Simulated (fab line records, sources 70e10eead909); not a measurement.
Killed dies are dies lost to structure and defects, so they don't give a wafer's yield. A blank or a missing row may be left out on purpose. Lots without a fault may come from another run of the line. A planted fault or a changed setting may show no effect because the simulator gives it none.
Which tool did it? | flow nand_harc | 6 lots, 18 wafers sampled, at 2 steps of a route of 1302

WHAT THE GAUGES READ, wafer by wafer
NHARC_P_ZERO_WELL_CD_MEAS_24: target cd 720 nm.
lot  | measured    | on        | cd_nm (nm)
L423 | day 3 04:53 | cd_sem-03 | 719.0 719.8 718.2
L425 | day 4 00:35 | cd_sem-01 | 718.0 718.6 718.2
L429 | day 5 16:44 | cd_sem-03 | 719.6 719.1 717.9
L431 | day 6 12:35 | cd_sem-02 | 718.1 719.1 719.4
L433 | day 7 08:22 | cd_sem-03 | 719.0 720.7 720.9
L435 | day 8 04:44 | cd_sem-03 | 717.6 718.5 717.6

WHICH TOOL RAN EACH LOT (tool, then ch and the chambers of the sampled wafers, then the start)
lot  | NHARC_P_ZERO_WELL_EXPOSE_21
L423 | krf_scanner-02 ch 0, day 3 04:43
L425 | krf_scanner-02 ch 0, day 4 00:26
L429 | krf_scanner-02 ch 0, day 5 16:35
L431 | krf_scanner-02 ch 0, day 6 12:26
L433 | krf_scanner-02 ch 0, day 7 08:12
L435 | krf_scanner-03 ch 0, day 8 04:35
- NHARC_P_ZERO_WELL_EXPOSE_21: exposes mask P NWELL, target cd 720 nm.

THE ANSWER, worked out from the rows above alone
Rule: what is usual is taken from the lots themselves. Put in order of their means at a reading, lots are off if they are a third of the lots or fewer, leave a main group of 4 or more, and stand apart from it by a gap of 3 or more times the standard deviation of the main group's means; of several such gaps the widest counts. A main group whose means are all the same, to the digits that the tables above print for the reading, isn't used. A lot without any number at a reading at which 4 lots or more have one is off too. The other lots that the step has rows for count as sound.
No lot is off at any reading shown: from this, nothing can be told.

WHAT THE SIMULATOR HAD PUT IN
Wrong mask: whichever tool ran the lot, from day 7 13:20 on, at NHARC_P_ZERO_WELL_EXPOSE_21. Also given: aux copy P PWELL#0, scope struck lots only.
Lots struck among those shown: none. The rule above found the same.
